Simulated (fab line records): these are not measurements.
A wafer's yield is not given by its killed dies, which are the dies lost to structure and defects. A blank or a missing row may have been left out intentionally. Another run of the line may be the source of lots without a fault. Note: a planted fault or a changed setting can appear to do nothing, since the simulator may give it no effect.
Struck lot and sound lot, side by side    flow nand_harc    15 out of 1159 route steps
Sound: wafers L414.2, L414.3, L414.6. Wafers struck: L429.2, L429.4, L429.5. The cause comes at the end.
At each step with rows: each side's tool, then ch and its chambers, then its first start. Under that, the readings that differ: sound wafers    struck wafers    difference of the means    sigmas: that difference in standard deviations of wafers without a fault.
alike: readings with means less than 2 such deviations apart, plus words and numbers identical on both sides. not compared: withheld readings, readings lacking a value on some wafer, bounds such as >300 that could conceal the same value, and numbers that have no deviation in the record and whose values overlap.
The two part at a step that has a row with sigmas, a row that says differs or no value, or rows on one side only. Numbers that have no deviation but don't overlap get no sigmas and don't part them. Lack of a reading on every wafer of one side parts them only where that side has two or more wafers.

first, 7 steps without rows for these wafers: NHARC_A_SGD_CUT_COAT_57 (time 65 s); NHARC_A_SGD_CUT_COAT_03 (resist thk 90 nm); NHARC_A_SGD_CUT_SOFTBAKE_04 (time 55 s); NHARC_A_SGD_CUT_EBR_05; NHARC_A_SGD_CUT_EXPOSE_06 (exposes mask SGD); NHARC_A_SGD_CUT_PEB_07 (peb time 65 s); NHARC_A_SGD_CUT_DEVELOP_08 (develop time 35 s).
NHARC_A_SGD_CUT_CD_MEAS_09: target cd 100 nm.
  sound on cd_sem-02 ch 0, day 16 01:41; struck on cd_sem-03 ch 0, day 19 17:48
  alike: cd_nm
NHARC_A_SGD_CUT_OVL_MEAS_10:
  sound on overlay-02, day 16 01:46; struck on overlay-01, day 19 17:53
  alike: overlay_x_nm, overlay_y_nm
NHARC_A_SGD_CUT_INSPECT_11:
  sound on defect_inspect-01, day 16 01:48; struck on defect_inspect-01, day 19 17:56
  alike: raw_defect_count
NHARC_A_SGD_CUT_DESCUM_14: chemistry O2, time 3 s.
  sound on rie_diel-04 ch 0,2,3, day 16 01:52; struck on rie_diel-06 ch 0,1,2, day 19 17:59
  alike: drypump_motor_current_A, oes_product_au, rf_vpp_V, showerhead_plenum_p_Torr, throttle_valve_pct
  not compared: rf_hours_counter_h
NHARC_A_SGD_CUT_ETCH_58: etches the open film in CF4, target depth 39 nm, time 65 s.
  sound on rie_diel-04 ch 1,3, day 16 01:57; struck on rie_diel-06 ch 1,2,3, day 19 18:05
  alike: bias_w, cf4_flow_sccm, drypump_motor_current_A, oes_product_au, rf_vpp_V, showerhead_plenum_p_Torr, throttle_valve_pct
  not compared: rf_hours_counter_h
NHARC_A_SGD_CUT_ETCH_59: etches the open film in N2/H2, target depth 260 nm, time 406.25 s.
  sound on rie_diel-04 ch 1,2, day 16 02:02; struck on rie_diel-06 ch 0,3, day 19 18:10
reading                sound              struck             difference  sigmas
oes_product_au (a.u.)  0.994 1.004 0.999  0.858 0.852 0.852  -0.145      -15
  alike: bias_w, drypump_motor_current_A, rf_vpp_V, showerhead_plenum_p_Torr, throttle_valve_pct
  not compared: rf_hours_counter_h
NHARC_A_SGD_CUT_ETCH_15: etches the open film in CH3F/O2, target depth 75 nm, time 64.3 s.
  sound on rie_diel-04 ch 0,2,3; struck on rie_diel-06 ch 1,3
  alike: bias_w, drypump_motor_current_A, oes_product_au, rf_vpp_V, showerhead_plenum_p_Torr, throttle_valve_pct
  not compared: rf_hours_counter_h
-- jump in the record: it breaks off in module A_SGD_CUT and resumes in module END (first step shown: number 1159 of the route), and 5 days separate the struck wafers' starts before and after --
NHARC_END_SORT_01:
  sound on prober-02 ch 0, day 21 12:52; struck on prober-02 ch 0, day 25 04:20
reading          sound     struck       difference  sigmas
killed_at_array  31 34 33  558 538 536  +511        +53
killed_dies      39 39 37  559 543 543  +510        +53
killed_short     1 1 1     5 3 3        +3          +2
  alike: killed_at_other, killed_at_periphery, killed_open

== WHERE THEY PART ==
Earliest at NHARC_A_SGD_CUT_ETCH_59; latest, in this record, at NHARC_END_SORT_01.

WHY: whatever the simulator had introduced
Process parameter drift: rie_diel-06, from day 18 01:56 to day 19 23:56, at NHARC_A_SGD_CUT_ETCH_59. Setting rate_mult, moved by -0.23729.
